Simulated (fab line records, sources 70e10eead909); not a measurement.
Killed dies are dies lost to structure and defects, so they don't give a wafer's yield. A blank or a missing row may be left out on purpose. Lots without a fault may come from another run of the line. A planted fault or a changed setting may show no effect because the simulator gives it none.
A struck lot beside a sound one | flow nand_harc | 15 steps out of a route of 1302
Sound: wafers L987.1, L987.4, L987.5. Struck: wafers L992.1, L992.2, L992.4. The cause comes at the end.
At each step with rows: each side's tool, then ch and its chambers, then its first start. Under that, the readings that differ: sound wafers | struck wafers | difference of the means | sigmas: that difference in standard deviations of wafers without a fault.
alike: readings whose means differ by less than 2 such deviations, and words and numbers that are the same on both sides. not compared: withheld readings, readings that some wafer has no value for, bounds like >300 that may hide the same value, and numbers for which the record gives no deviation and whose values overlap.
The two part at a step that has a row with sigmas, a row that says differs or no value, or rows on one side only. Numbers that don't overlap but have no deviation are shown without sigmas and don't part them. A reading that every wafer of one side lacks parts them only if that side has two wafers or more.

NHARC_P_GATE_CD_MEAS_46: target cd 720 nm.
  sound on cd_sem-01 ch 0, day 7 15:59; struck on cd_sem-03 ch 0, day 9 12:59
  alike: cd_nm
then, 1 step without rows for these wafers: NHARC_P_GATE_HARDBAKE_47 (time 80 s).
NHARC_P_GATE_DESCUM_48: chemistry O2, time 3 s.
  sound on rie_diel-02 ch 1,2,3, day 7 16:10; struck on rie_diel-13 ch 0,1,3, day 9 13:08
  alike: chamber_pressure_mTorr, drypump_motor_current_A, oes_product_au, rf_vpp_V, showerhead_plenum_p_Torr, throttle_valve_pct
  not compared: rf_hours_counter_h
then, 1 step without rows for these wafers: NHARC_P_GATE_IMPLANT_49.
NHARC_P_GATE_STRIP_111: strips in N2/H2, time 250 s.
  sound on plasma_asher-01 ch 0, day 7 16:31; struck on plasma_asher-01 ch 0,1, day 9 13:32
  alike: drypump_motor_current_A, heater_power_w
  not compared: rf_hours_counter_h
NHARC_P_GATE_STRIP_75: strips in O2.
  sound on plasma_asher-01 ch 0, day 7 16:49; struck on plasma_asher-01 ch 0,1, day 9 13:50
  alike: drypump_motor_current_A, heater_power_w
  not compared: rf_hours_counter_h
then, 6 steps without rows for these wafers: NHARC_P_GATE_STRIP_50 (strips in SPM, time 900 s); NHARC_P_GATE_DEHYDRATE_51 (time 120 s); NHARC_P_GATE_HMDS_52 (time 30 s); NHARC_P_GATE_COAT_53; NHARC_P_GATE_SOFTBAKE_54 (time 95 s); NHARC_P_GATE_EBR_55.
NHARC_P_GATE_EXPOSE_56: exposes mask P PSD, target cd 720 nm.
  sound on krf_scanner-02 ch 0, day 7 17:28; struck on krf_scanner-02 ch 0, day 9 14:28
  reading                        | sound             | struck            | difference | sigmas
  model.P_GATE.overlay_x_nm (nm) | 17.81 17.81 17.81 | -82.3 -82.3 -82.3 | -100.1     |
  alike: mask
then, 1 step without rows for these wafers: NHARC_P_GATE_PEB_57 (peb time 85 s).
-- the record jumps here: 19 days lie between the struck wafers' starts before and after (it left off in module P_GATE and takes up again in module END, whose first step shown is number 1302 of the route) --
NHARC_END_SORT_01:
  the record has rows for the struck wafers here (prober-01 ch 0, day 28 04:42) and none for the sound ones

WHERE THEY PART
Only at NHARC_END_SORT_01, within this record.

WHY: what the simulator had put in
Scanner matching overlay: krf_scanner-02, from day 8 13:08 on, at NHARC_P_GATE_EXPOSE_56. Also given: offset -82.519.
